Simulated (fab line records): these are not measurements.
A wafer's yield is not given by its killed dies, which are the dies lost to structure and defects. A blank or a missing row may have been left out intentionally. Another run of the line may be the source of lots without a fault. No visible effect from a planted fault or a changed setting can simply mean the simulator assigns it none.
A lot that was struck, set against a sound lot ; flow n5-finfet ; 27 steps out of a route of 1938
Sound: the wafers L386.3, L386.5, L386.6. Wafers struck: L401.1, L401.4, L401.5. The cause comes at the end.
Order at every step that has rows: each side's tool, ch and its chambers, its first start. Under that, the readings that differ: sound wafers ; struck wafers ; difference of the means ; sigmas: that difference in standard deviations of wafers without a fault.
alike: words and numbers the same on both sides, and readings whose means are apart by under 2 such deviations; not compared: readings that were withheld, readings missing a value for some wafer, numbers with overlapping values and no deviation given by the record, and bounds like >300 which may hide the same value.
The two part at a step that has a row with sigmas, a row that says differs or no value, or rows on one side only. When numbers do not overlap yet have no deviation, they are printed without sigmas and do not part them. A reading missing from all wafers of one side parts the sides only when that side holds two or more wafers.

first, 2 steps without rows for these wafers: N5_BEOL_M0_WET_ETCH_106 (etches SiO2 in DHF, target depth 130 nm, rinse time 30 s); N5_BEOL_M0_ETCH_128 (etches SiCN in CF4/N2, target depth 12 nm, overetch 5.1 nm, time 21.4 s).
N5_BEOL_M0_TRENCH_ETCH_107: etches SiOC in C4F6/O2, target depth 32.8 nm, time 16.4 s.
  sound on rie-diel-01 ch 0,3, day 7 08:20; struck on rie-diel-06 ch 1,2,3, day 10 22:34
reading;sound;struck;difference;sigmas
showerhead-plenum-p-Torr (Torr);3.05 3.05 2.91;2.91 2.71 2.86;-0.18;-2
  alike: drypump-motor-current-A, oes-product-au, rf-fwd-power-W, rf-vpp-V, throttle-valve-pct
  not compared: rf-hours-counter-h
then, 1 step without rows for these wafers: N5_BEOL_M0_STRIP_142 (strips in N2/H2, time 10 s).
N5_BEOL_M0_OCD_MEAS_108:
  sound on ocd-01, day 7 08:27; struck on ocd-01, day 10 22:40
  alike: trench-depth-nm
then, 5 steps without rows for these wafers: N5_BEOL_M0_HM_STRIP_129 (strips TiN in peroxide tin strip, target depth 17 nm, time 108 s); N5_BEOL_M0_SRD_130 (time 30 s); N5_BEOL_M0_ETCH_109 (etches SiCN in CH3F/O2, target depth 8 nm, overetch 2.4 nm, time 27.4 s); N5_BEOL_M0_STRIP_139 (strips in post etch residue remover, time 60 s); N5_BEOL_M0_SRD_111 (time 30 s).
N5_BEOL_M0_DEGAS_112: time 60 s.
  sound on pvd-sputter-01, day 7 08:46; struck on pvd-sputter-03, day 11 00:11
  alike: heater-power-w, susceptor-temp-C
then, 1 step without rows for these wafers: N5_BEOL_M0_PRE_CLEAN_113 (time 30 s).
N5_BEOL_M0_ALD_136: deposits TaN, pulse time 2 s, purge time 3 s, co reactant purge time 2 s.
  sound on ald-metal-02 ch 0,2,3, day 7 08:55; struck on ald-metal-02 ch 0,1, day 11 00:17
  no value came back on the struck wafers for any of 6 readings (ald-cycles, chamber-pressure-Torr (Torr) and others); on the sound wafers ald-cycles reads 30 30 30
then, 2 steps without rows for these wafers: N5_BEOL_M0_SURFACE_TREAT_137; N5_BEOL_M0_CVD_115 (deposits Co from CCTBA/H2, time 120 s).
N5_BEOL_M0_SPUTTER_116: material Cu, target thk 4 nm, time 7.37 s.
  sound on pvd-sputter-02, day 7 11:23; struck on pvd-sputter-02, day 11 00:46
reading;sound;struck;difference;sigmas
susceptor-temp-C (C);-19.78 -19.93 -19.94;-20.10 -20.05 -20.16;-0.22;-2
  alike: chamber-pressure-pa, throttle-valve-pct
then, 5 steps without rows for these wafers: N5_BEOL_M0_ANNEAL_117 (time 60 s); N5_BEOL_M0_SPUTTER_132 (material Cu, target thk 4 nm, time 7.37 s); N5_BEOL_M0_ANNEAL_133 (time 60 s); N5_BEOL_M0_SPUTTER_134 (material Cu, target thk 4 nm, time 7.37 s); N5_BEOL_M0_ANNEAL_135 (time 60 s).
N5_BEOL_M0_SPUTTER_141: material Cu, target thk 4 nm, time 7.37 s.
  sound on pvd-sputter-02, day 7 11:44; struck on pvd-sputter-02, day 11 01:07
  alike: chamber-pressure-pa, susceptor-temp-C, throttle-valve-pct
then, 1 step without rows for these wafers: N5_BEOL_M0_ECD_118 (material Cu, target thk 300 nm).
N5_BEOL_M0_ANNEAL_119: time 90 s.
  sound on rtp-anneal-02 ch 0, day 7 12:10; struck on rtp-anneal-02 ch 0, day 11 01:21
  alike: wafer_temp_C_max
N5_BEOL_M0_CMP_120: polishes, stops on SiOC, t overpolish 6.9 s.
  sound on cmp-01 ch 0,1, day 7 12:25; struck on cmp-01 ch 1,2,3, day 11 01:50
reading;sound;struck;difference;sigmas
barrier-field-endpoint-s (s);3.44 3.49 3.51;1.95 1.91 2.17;-1.47;-11
  alike: motor-current-A, slurry-flow-ml-min
N5_BEOL_M4_RC_MEAS_101:
  the record has rows for the sound wafers here (prober-01 ch 0, day 11 01:32) and none for the struck ones
-- the record jumps here: 9 days lie between the struck wafers' starts before and after (it left off in module BEOL_M4 and takes up again in module PASSIVATION, whose first step shown is number 1936 of the route) --
N5_PASSIVATION_PROBE_49:
  sound on prober-02, day 15 11:41; struck on prober-01, day 19 18:17
reading;sound;struck;difference;sigmas
defect-limited-yield (%);93.1 90.6 91.4;0 0 0;-92;-66
killed_at_M0_to_M3;28 28 31;1114 1117 1115;+1086;+99 or more
killed-at-other;1 2 0;6 9 5;+6;+2
killed-dies;81 111 102;1180 1180 1180;+1082;+64
killed-on-rim;13 10 9;152 152 152;+141;+33
sort_bin_5_function (%);4.1 6.4 5.6;96.0 96.8 96.9;+91.2;+94
sort-n-pass;1099 1069 1078;0 0 0;-1082;-64
sort-yield-pct (%);93.1 90.6 91.4;0 0 0;-92;-66
  alike: killed_at_M4_up, killed-at-contacts, killed-at-front-end, killed-open, killed-short, sort_bin_6_memory, sort_bin_8_speed

## WHERE THEY PART
At N5_BEOL_M0_TRENCH_ETCH_107 first; at N5_PASSIVATION_PROBE_49 last (within this record only).

WHY: the cause the simulator had injected
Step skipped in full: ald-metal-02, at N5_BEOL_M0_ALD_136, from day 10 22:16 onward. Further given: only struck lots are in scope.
